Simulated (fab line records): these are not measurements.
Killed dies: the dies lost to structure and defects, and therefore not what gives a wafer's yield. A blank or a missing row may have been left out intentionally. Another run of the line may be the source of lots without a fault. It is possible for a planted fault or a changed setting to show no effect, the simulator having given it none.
8D (eight disciplines) problem report, filled in by code | flow nand-harc | the parts of the form that need people (team, actions taken, sign-off) are left out

1. WHAT WENT WRONG
At NHARC_END_SORT_01, killed-at-periphery averages 652.7 over 3 wafers from 2 lots, while fault-free wafers read 2.6, standard deviation 2.1. So: +99 or more standard deviations from the usual mean.
First seen on wafer L312.1, day 26 21:41, on prober-02. The record has a number at this step for 39 wafers belonging to 13 lots. By rule, "out" or "out of limits" means more than 4 standard deviations away from the usual mean. Any other wafer with a number is counted as sound.

2. WHAT IT IS, AND WHAT IT ISN'T
question                    | is                                                                                                                      | is not
which readings at this step | killed-at-periphery, defect-limited-yield, killed-dies, sort_bin_2_pct, sort-n-pass, sort-rim-yield-pct, sort-yield-pct | killed-at-array, killed-at-other, killed-open, killed-short, sort_bin_3_pct, sort_bin_4_pct
which lots                  | L312, L313                                                                                                              | L292, L293, L294, L295, L297, L298, L299, L300, L301, L304, L305
which wafers of those lots  | L312.1, L312.5, L313.1                                                                                                  | L312.6, L313.2, L313.6
read on which gauges        | prober-02                                                                                                               | prober-01
when                        | from day 26 21:41                                                                                                       | up to then (33 sound wafers); but 3 sound wafers of L312, L313 came after

3. THE SUSPECTS, EACH WITH WHAT RULES IT OUT
Counting: any tool at a process step up to the reading remains a suspect provided it ran every lot that is out. Sound lots after the first of them don't rule it out here, since some wafers of a struck lot are sound.
- the gauge at NHARC_END_SORT_01: kept. All the wafers that are out were read on prober-02, and no step on other tools shows them out.
- pvd-sputter-02 at NHARC_P_M0_PVD_21 (deposits Cu, target thk 30 nm, time 20.49 s): kept. It processed each lot that is out (first: L312, day 10 18:29); up to then, its last sound lot is L305 (day 9 18:46).
Left after counting: pvd-sputter-02 at NHARC_P_M0_PVD_21, prober-02 at NHARC_END_SORT_01.

4. THE CAUSE (what the simulator had put in)
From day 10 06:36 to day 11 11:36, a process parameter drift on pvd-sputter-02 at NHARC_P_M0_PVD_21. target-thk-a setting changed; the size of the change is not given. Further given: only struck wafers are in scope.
2 suspects survive the count, and this tool is in that group.

5. THE EFFECT CHAIN, in route order
Rows list readings where the struck wafers' mean (over those with a number) sits beyond 3 standard deviations from the usual. Scope: only readings with a usual standard deviation given in the record; hours: median across lots of the time from each lot's start at the first step in this table that gives one to its start at this step; sigmas: change in usual standard deviations.
hours | step              | reading              | usual  | on struck wafers | change | sigmas
0     | NHARC_END_SORT_01 | defect-limited-yield | 95.4 % | 0.0              | -95.4  | -60
0     | NHARC_END_SORT_01 | killed-at-periphery  | 2.6    | 652.7            | +650.1 | +99 or more
0     | NHARC_END_SORT_01 | killed-dies          | 31     | 677              | +646   | +59
0     | NHARC_END_SORT_01 | sort_bin_2_pct       | 1.5 %  | 97.7             | +96.2  | +99 or more
0     | NHARC_END_SORT_01 | sort-n-pass          | 646    | 0                | -646   | -59
0     | NHARC_END_SORT_01 | sort-rim-yield-pct   | 96.4 % | 0.0              | -96.4  | -42
0     | NHARC_END_SORT_01 | sort-yield-pct       | 95.4 % | 0.0              | -95.4  | -60

6. HOW IT WOULD HAVE BEEN CAUGHT EARLIER
Counted from the fault's start at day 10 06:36, it took 399 hours until the first out-of-limits reading at a measuring or inspecting step in this record, taken at day 26 21:41.
Tool readings at NHARC_P_M0_PVD_21 with a usual standard deviation given in the record: none out on any struck wafer, hence no alarm at a limit of 4 standard deviations on them.
Each of the lots that are out, 2 in all, had begun NHARC_P_M0_PVD_21 on pvd-sputter-02 no later than day 26 21:41. None of them would have been spared by holding the tool at that moment.
